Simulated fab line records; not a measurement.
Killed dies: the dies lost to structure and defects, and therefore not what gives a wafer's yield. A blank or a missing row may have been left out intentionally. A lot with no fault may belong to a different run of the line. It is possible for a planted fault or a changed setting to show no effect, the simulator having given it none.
Which tool was responsible? | flow nand-harc | Sampling: 7 lots, 21 wafers, 4 of 1302 route steps

WHAT THE GAUGES SHOWED, per wafer
NHARC_THIN_TSV_CD_MEAS_37.
lot  | measured     | on        | cd-nm (nm)
L867 | day 25 10:35 | cd-sem-02 | 5005 5005 5003
L870 | day 26 07:14 | cd-sem-02 | 5011 5003 5007
L872 | day 27 07:16 | cd-sem-03 | 5007 5003 5007
L874 | day 28 13:07 | cd-sem-01 | 4996 4999 5002
L876 | day 28 22:59 | cd-sem-01 | 5001 5002 5004

WHICH TOOL RAN EACH LOT (tool, then ch and the chambers of the sampled wafers, then the start)
lot  | NHARC_A_CHANNEL_HOLE_D1_DEP_00 | NHARC_THIN_TSV_DESCUM_14           | NHARC_THIN_TSV_ETCH_15
L867 | acl-dep-02 ch 0, day 9 15:07   | rie-diel-07 ch 0,1, day 25 03:19   | rie-si-06 ch 0,1,3, day 25 04:01
L870 | acl-dep-01 ch 0, day 10 13:14  | rie-diel-07 ch 0,2, day 25 23:50   | rie-si-06 ch 0,2,3, day 26 00:38
L872 | acl-dep-03 ch 0, day 11 17:45  | rie-diel-05 ch 0,1,2, day 26 23:37 | rie-si-01 ch 1,3, day 27 00:16
L874 | acl-dep-01 ch 0, day 12 13:39  | rie-diel-05 ch 1,2,3, day 28 05:57 | rie-si-02 ch 0,2,3, day 28 06:36
L876 | acl-dep-02 ch 0, day 13 09:07  | rie-diel-09 ch 0,1, day 28 15:55   | rie-si-01 ch 1,2,3, day 28 16:34
L880 | acl-dep-02 ch 0, day 15 02:52  | -                                  | -
L881 | acl-dep-02 ch 0, day 15 13:29  | -                                  | -
- NHARC_A_CHANNEL_HOLE_D1_DEP_00: deposits aC, target thk 3100 nm.
- NHARC_THIN_TSV_DESCUM_14: chemistry O2, time 3 s.
- NHARC_THIN_TSV_ETCH_15: target depth 3000 nm, bosch target overetch cycles 2, bosch etch step 2.8 s.

THE ANSWER, worked out from the rows above alone
Rule: the lots themselves supply what counts as usual. Put in order of their means at a reading, lots are off if they are a third of the lots or fewer, leave a main group of 4 or more, and stand apart from it by a gap of 3 or more times the standard deviation of the main group's means; of several such gaps the widest counts. A main group is skipped when, at the precision printed for the reading in the tables above, its means are all equal. Also off: a lot with no number at a reading for which 4 or more lots have one. All remaining lots with rows at the step are treated as sound.
Nothing can be told from this: no lot is off at any reading shown.

WHAT HAD BEEN PUT IN BY THE SIMULATOR
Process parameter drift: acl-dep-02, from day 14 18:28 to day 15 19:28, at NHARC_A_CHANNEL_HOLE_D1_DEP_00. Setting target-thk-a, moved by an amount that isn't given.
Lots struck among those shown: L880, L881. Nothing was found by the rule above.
